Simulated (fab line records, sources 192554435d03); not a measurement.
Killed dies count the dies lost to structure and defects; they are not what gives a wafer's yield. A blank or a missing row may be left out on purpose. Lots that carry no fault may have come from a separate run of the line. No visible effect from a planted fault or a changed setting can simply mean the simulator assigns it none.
Comparing a struck lot with a sound one || flow n5_finfet || 23 out of 1938 route steps
Sound: the wafers L177.3, L177.5, L177.6. The struck wafers were L173.1, L173.4, L173.5. The cause is named last.
For every step that has rows: the tool of each side, followed by ch and its chambers, followed by its first start. Under that, the readings that differ: sound wafers || struck wafers || difference of the means || sigmas: that difference in standard deviations of wafers without a fault.
alike: readings with means less than 2 such deviations apart, plus words and numbers identical on both sides. not compared: withheld readings, readings lacking a value on some wafer, bounds such as >300 that could conceal the same value, and numbers that have no deviation in the record and whose values overlap.
A row with sigmas, a row that says differs or no value, or rows on one side alone: a step with any of these is where the two part. Numbers that have no deviation but don't overlap get no sigmas and don't part them. A reading that every wafer of one side lacks parts them only if that side has two wafers or more.

first, 11 steps without rows for these wafers: N5_BEOL_M7_ETCH_62 (etches SOC in N2/H2, target depth 110 nm, overetch 22 nm, time 165 s); N5_BEOL_M7_STRIP_68 (strips in N2/H2); N5_BEOL_M7_STRIP_67 (strips in CF4); N5_BEOL_M7_HM_OPEN_17 (chemistry Cl2/BCl3, target TiN, target depth 20 nm, overetch 6 nm); N5_BEOL_M7_STRIP_19 (strips in O2); N5_BEOL_M7_COAT_63 (time 60 s, resist thk 60 nm); N5_BEOL_M7_COAT_64 (time 60 s, resist thk 12 nm); N5_BEOL_M7_COAT_71 (time 60 s, resist thk 5 nm); N5_BEOL_M7_COAT_22 (resist thk 30 nm); N5_BEOL_M7_EBR_24; N5_BEOL_M7_SOFTBAKE_23 (time 60 s).
N5_BEOL_M7_EXPOSE_25: exposes mask V6, target cd 40 nm.
  sound on euv_scanner-02 ch 0, day 14 14:04; struck on euv_scanner-01 ch 0, day 13 12:29
{"reading": "exposure_dose_mJ_cm2", "sound": "42.51 42.56 42.46", "struck": "44.38 44.33 44.36", "difference": "+1.85", "sigmas": "+31"}
  alike: mask
then, 2 steps without rows for these wafers: N5_BEOL_M7_PEB_26 (peb time 60 s); N5_BEOL_M7_DEVELOP_27 (develop time 30 s).
N5_BEOL_M7_CD_MEAS_28 targets a cd of 40 nm.
  sound on cd_sem-01 ch 0, day 14 14:11; struck on cd_sem-03 ch 0, day 13 12:37
{"reading": "cd_nm (nm)", "sound": "39.88 39.84 39.66", "struck": "40.84 41.05 40.78", "difference": "+1.10", "sigmas": "+5"}
N5_BEOL_M7_DESCUM_33: chemistry O2, time 7 s.
  sound on rie_diel-02 ch 0,2,3, day 14 14:19; struck on rie_diel-01 ch 1,3, day 13 13:14
{"reading": "model.BEOL_M7.cd_nm (nm)", "sound": "40 40 40", "struck": "41 40.8 41.2", "difference": "+1", "sigmas": ""}
  alike: bias_power_w, drypump_motor_current_A, oes_product_au, rf_vpp_V, showerhead_plenum_p_Torr, throttle_valve_pct
  not compared: rf_hours_counter_h
then, 5 steps without rows for these wafers: N5_BEOL_M7_ETCH_72 (etches underlayer in N2/H2, target depth 6.5 nm, time 5.2 s); N5_BEOL_M7_ETCH_65 (etches SiARC in CF4, target depth 15.6 nm, time 26 s); N5_BEOL_M7_ETCH_66 (etches SOC in N2/H2, target depth 80 nm, overetch 16 nm, time 120 s); N5_BEOL_M7_STRIP_69 (strips in N2/H2); N5_BEOL_M7_STRIP_73 (strips in N2/H2).
N5_BEOL_M7_VIA_ETCH_34: etches SiCOH lowk in C4F6/O2, target depth 125.5 nm, time 50.5 s.
  sound on rie_diel-02 ch 0,2,3, day 14 14:30; struck on rie_diel-01 ch 1,3, day 13 13:25
{"reading": "model.BEOL_M7.cd_nm (nm)", "sound": "40.2 39.8 39.8", "struck": "41 40.4 41.2", "difference": "+1", "sigmas": ""}
  alike: drypump_motor_current_A, mfc_ar_sccm, oes_o_777_au, oes_product_au, rf_vpp_V, showerhead_plenum_p_Torr, throttle_valve_pct
  not compared: rf_hours_counter_h
then, 1 step without rows for these wafers: N5_BEOL_M7_STRIP_76 (strips in C4F6/O2).

WHERE THEY PART
Earliest at N5_BEOL_M7_EXPOSE_25; latest, in this record, at N5_BEOL_M7_CD_MEAS_28. Later steps at which nothing parts them and some readings are alike: N5_BEOL_M7_DESCUM_33, N5_BEOL_M7_VIA_ETCH_34.

WHY: what the simulator had put in
Process parameter drift: euv_scanner-01, from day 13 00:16 on, at N5_BEOL_M7_EXPOSE_25. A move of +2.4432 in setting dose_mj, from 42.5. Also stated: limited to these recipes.
